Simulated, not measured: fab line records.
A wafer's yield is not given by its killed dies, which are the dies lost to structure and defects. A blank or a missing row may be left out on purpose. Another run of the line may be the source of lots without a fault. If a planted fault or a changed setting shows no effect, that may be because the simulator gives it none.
Chamber matching	flow n5Finfet	N5_BEOL_M10_PECVD_70 on pecvd-03 has 3 sister chambers
The step deposits SiO2 from TEOS/O2, target thk 20 nm, time 22.7 s. 6 wafers are shown with their chamber, then 7 later ones without.

== WAFERS, EACH WITH ITS CHAMBER ==
wafer	chamber	throttleValvePct (%)	heaterPowerW (W)
L516.3	2	20.5	625
L521.5	2	20.1	644
L523.4	0	21.7	729
L523.6	1	23.9	789
L527.1	1	24.1	852
L527.2	0	22.0	854

== WAFERS WITHOUT THEIR CHAMBER ==
wafer	throttleValvePct (%)	heaterPowerW (W)
L527.4	24.1	855
L532.1	20.6	760
L532.4	20.6	766
L532.6	21.8	771
L533.2	24.1	857
L533.3	20.8	692
L533.6	24.4	830

== THE CHAMBER EACH PASSED THROUGH ==
wafer	from the rows above	in truth
L527.4	1	1
L532.1	2	2
L532.4	2	2
L532.6	0	0
L533.2	1	1
L533.3	2	2
L533.6	1	1
Placed correctly: 7 of 7. Not placeable from these rows: 0. Placed wrongly: 0.
How it was worked out, from the rows above alone: a wafer's distance from a chamber is the root of the sum, over the readings, of the square of ((its reading less the chamber's mean) divided by the reading's scatter). If the next closest chamber is less than 2 further off than the closest, the wafer can't be placed; otherwise it belongs to the closest. The mean given for a chamber averages the wafers shown for that chamber. How the scatter is found: for the shown wafers, subtract from each reading the mean of its chamber, square and add these, divide the total by (wafers less chambers), then take the root.
